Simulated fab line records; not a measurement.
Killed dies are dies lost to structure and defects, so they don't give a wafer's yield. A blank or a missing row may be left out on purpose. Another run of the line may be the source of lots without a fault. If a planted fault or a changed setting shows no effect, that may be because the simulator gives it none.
Chamber matching | flow nandHarc | NHARC_A_M1_DESCUM_14 on rieDiel-02 has 4 sister chambers
The step chemistry O2, time 3 s. 27 wafers are shown with their chamber, then 12 later ones without.

EACH WAFER AND ITS CHAMBER
wafer  | chamber | drypumpMotorCurrentA (A) | oesProductAu (a.u.) | chamberPressureMTorr (mTorr)
L075.1 | 0       | 5.6                      | 0.991               | 60.02
L075.2 | 2       | 6.0                      | 1.003               | 60.08
L075.6 | 0       | 5.6                      | 0.995               | 60.02
L077.1 | 2       | 6.0                      | 0.998               | 60.09
L077.2 | 0       | 5.6                      | 0.994               | 59.99
L077.3 | 3       | 5.8                      | 1.000               | 59.97
L076.3 | 0       | 5.6                      | 1.003               | 60.06
L076.4 | 0       | 5.6                      | 0.990               | 59.97
L076.5 | 3       | 5.9                      | 1.002               | 60.14
L078.1 | 0       | 5.6                      | 0.992               | 59.92
L078.2 | 3       | 5.8                      | 1.011               | 59.95
L078.6 | 1       | 5.8                      | 0.994               | 59.99
L082.1 | 3       | 5.8                      | 1.003               | 59.91
L082.3 | 2       | 6.0                      | 0.988               | 59.96
L082.5 | 0       | 5.6                      | 0.983               | 59.96
L086.2 | 2       | 6.0                      | 0.998               | 60.00
L086.3 | 3       | 5.8                      | 1.009               | 60.05
L086.5 | 2       | 6.0                      | 0.991               | 59.96
L087.2 | 1       | 5.8                      | 0.997               | 60.02
L087.5 | 2       | 6.0                      | 1.010               | 59.95
L087.6 | 1       | 5.7                      | 0.986               | 60.01
L090.3 | 3       | 5.8                      | 1.014               | 60.00
L090.5 | 0       | 5.6                      | 1.005               | 59.95
L090.6 | 3       | 5.9                      | 1.013               | 59.91
L088.2 | 1       | 5.8                      | 1.004               | 60.04
L088.3 | 3       | 5.9                      | 0.998               | 59.99
L088.5 | 1       | 5.8                      | 0.995               | 60.11

SIGNATURES (means of the wafers above)
reading              | chamber 0 | chamber 1 | chamber 2 | chamber 3 | scatter within a chamber
drypumpMotorCurrentA | 5.600     | 5.780     | 6.000     | 5.838     | 0.0341
oesProductAu         | 0.99412   | 0.99520   | 0.99800   | 1.00625   | 0.00694
chamberPressureMTorr | 59.9862   | 60.0340   | 60.0067   | 59.9900   | 0.0604
Rule: a wafer's distance from a chamber is the root of the sum, over the readings, of the square of ((its reading less the chamber's mean) divided by the reading's scatter). The wafer belongs to the nearest chamber; if the next one is less than 2 further off, it can't be placed. The scatter is the square root of a quotient: the sum, over the shown wafers, of each reading's squared deviation from its chamber's mean, divided by wafers minus chambers.

WAFERS WITHOUT THEIR CHAMBER
wafer  | drypumpMotorCurrentA (A) | oesProductAu (a.u.) | chamberPressureMTorr (mTorr)
L091.1 | 6.0                      | 1.000               | 59.90
L091.3 | 5.8                      | 1.011               | 60.02
L091.4 | 5.6                      | 0.999               | 60.02
L093.2 | 6.0                      | 0.996               | 60.04
L093.4 | 5.8                      | 1.006               | 59.88
L093.5 | 5.8                      | 1.008               | 60.06
L096.1 | 5.8                      | 1.005               | 59.94
L096.3 | 5.6                      | 0.998               | 60.01
L096.4 | 5.9                      | 0.995               | 59.95
L097.3 | 5.6                      | 1.008               | 60.00
L097.4 | 5.6                      | 1.010               | 60.02
L097.6 | 5.8                      | 1.007               | 60.04

CHAMBER TAKEN BY EACH
wafer  | from the rows above          | in truth
L091.1 | 2                            | 2
L091.3 | can't be placed: 3 or 1      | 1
L091.4 | 0                            | 0
L093.2 | 2                            | 2
L093.4 | can't be placed: 3 or 1      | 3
L093.5 | can't be placed: 3 or 1      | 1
L096.1 | can't be placed: 3 or 1      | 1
L096.3 | 0                            | 0
L096.4 | can't be placed: 3 or 2 or 1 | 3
L097.3 | 0                            | 0
L097.4 | 0                            | 0
L097.6 | can't be placed: 3 or 1      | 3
Correctly placed: 6 of 12. These rows do not allow placing 6 (true chamber among the candidates in 6). Placed wrongly: 0.
